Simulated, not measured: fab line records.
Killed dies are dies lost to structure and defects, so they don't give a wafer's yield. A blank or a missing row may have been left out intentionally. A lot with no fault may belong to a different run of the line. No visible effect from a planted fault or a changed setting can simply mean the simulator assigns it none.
Lot-split experiment + flow n5 finfet + 7 lots, 21 wafers read, on a route of 1938 steps

## SPLIT DETAILS
At N5_SDB_COAT_03 (time 60 s, resist thk 100 nm), the setting spin rpm was moved away from the recipe's 1500 rpm on 4 of the 21 wafers read, by -4.9% to +8.3%. For the rest of the wafers, this setting stayed at what the recipe calls for.

## FROM THE SPLIT TO THE READING: what the file shows between them, 7 steps
- N5_SDB_COAT_04: time 60 s, resist thk 18 nm
- N5_SDB_COAT_05: resist thk 90 nm
- N5_SDB_DESCUM_16: chemistry O2, time 7.9 s
- N5_SDB_ETCH_17: etches SiARC in CF4, target depth 23.4 nm, time 39 s
- N5_SDB_ETCH_18: etches SOC in N2/H2, target depth 100 nm, overetch 20 nm, time 150 s
- N5_SDB_STRIP_19: strips in N2/H2
- N5_SDB_STRIP_21: strips in CF4

## THE READING
SOC_of_SDB_COAT_03.thk nm (the simulator's own value, which no gauge read), in nm, at N5_SDB_HM_OPEN_20 (chemistry CH3F/O2, target SiNx, stops on poly-Si, target depth 24 nm). The file gives no usual value for it. Across the 17 wafers here that went through the recipe, the average is 84.3 nm and the standard deviation 0.29 nm.

| wafer  | tool, chamber at the split | spin rpm as run, rpm | against the recipe | SOC_of_SDB_COAT_03.thk nm, nm | against lot-mates on the recipe |
|--------|----------------------------|----------------------|--------------------|-------------------------------|---------------------------------|
| L076.1 | litho track-04, 0          | 1427                 | -4.9%              | 86.6                          | +2.7                            |
| L076.2 | litho track-04, 0          | 1500                 | recipe             | 84                            | -                               |
| L076.5 | litho track-04, 0          | 1500                 | recipe             | 83.8                          | -                               |
| L075.1 | litho track-04, 0          | 1500                 | recipe             | 84.4                          | -                               |
| L075.2 | litho track-04, 0          | 1573                 | +4.9%              | 82.2                          | -2.0                            |
| L075.4 | litho track-04, 0          | 1500                 | recipe             | 84                            | -                               |
| L079.3 | litho track-04, 0          | 1500                 | recipe             | 84.6                          | -                               |
| L079.4 | litho track-04, 0          | 1500                 | recipe             | 84.2                          | -                               |
| L079.5 | litho track-04, 0          | 1500                 | recipe             | 84.4                          | -                               |
| L080.2 | litho track-04, 0          | 1500                 | recipe             | 84.4                          | -                               |
| L080.5 | litho track-04, 0          | 1500                 | recipe             | 84.4                          | -                               |
| L080.3 | litho track-04, 0          | 1500                 | recipe             | 84.2                          | -                               |
| L089.2 | litho track-03, 0          | 1500                 | recipe             | 84                            | -                               |
| L089.3 | litho track-03, 0          | 1500                 | recipe             | 84.2                          | -                               |
| L089.6 | litho track-03, 0          | 1500                 | recipe             | 84.2                          | -                               |
| L092.1 | litho track-04, 0          | 1500                 | recipe             | 84.8                          | -                               |
| L092.3 | litho track-04, 0          | 1500                 | recipe             | 84.8                          | -                               |
| L092.4 | litho track-04, 0          | 1500                 | recipe             | 84.4                          | -                               |
| L097.2 | litho track-04, 0          | 1625                 | +8.3%              | 80.2                          | -3.6                            |
| L097.5 | litho track-04, 0          | 1625                 | +8.3%              | 79.8                          | -4.0                            |
| L097.6 | litho track-04, 0          | 1500                 | recipe             | 83.8                          | -                               |

FIT RESULTS
A straight line over all 21 wafers: SOC_of_SDB_COAT_03.thk nm changes by -0.497 nm for each +1% of spin rpm; r = -0.98; the points scatter about the line by 0.3 nm.
The same after taking each lot's own level away (the mean of its wafers on the recipe; 21 wafers): -0.467 nm for each +1%; r = -0.99; scatter 0.19 nm.
According to that fit, moving spin rpm by its largest amount changes the reading by 3.9 nm.
The lots' own levels span 83.80 to 84.67 nm, that is 3.0 times the standard deviation above.
The two slopes agree, so the slope changes little with the lot-to-lot level.
Check: -3.99 nm against its lot-mates is what the line predicts for one of the wafers moved furthest among these (+8.3%) when that wafer is left out of the fit. It came out at -3.6 nm against them.

## THE WHOLE CHAIN: every reading that the file lists as answering this split, in the file's order
| step              | what it does                                                         | reading                                                                    | change (the file's fit)               | r (the file's) |
|-------------------|----------------------------------------------------------------------|----------------------------------------------------------------------------|---------------------------------------|----------------|
| N5_SDB_COAT_03    | time 60 s, resist thk 100 nm                                         | SOC_of_SDB_COAT_03.thk nm (the simulator's own value, which no gauge read) | -0.464 nm for each +1% of the setting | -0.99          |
| N5_SDB_ETCH_18    | etches SOC in N2/H2, target depth 100 nm, overetch 20 nm, time 150 s | etch.depth nm (the simulator's own value, which no gauge read)             | -0.465 nm for each +1% of the setting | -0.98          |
| N5_SDB_HM_OPEN_20 | chemistry CH3F/O2, target SiNx, stops on poly-Si, target depth 24 nm | SOC_of_SDB_COAT_03.thk nm (the simulator's own value, which no gauge read) | -0.467 nm for each +1% of the setting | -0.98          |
| N5_SDB_STRIP_22   | strips in N2/H2                                                      | strip time to endpoint s                                                   | withheld for each +1% of the setting  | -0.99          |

## THE FILE'S OWN FIT
SOC_of_SDB_COAT_03.thk nm changes by -0.467 nm for each +1% of spin rpm, r = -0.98.
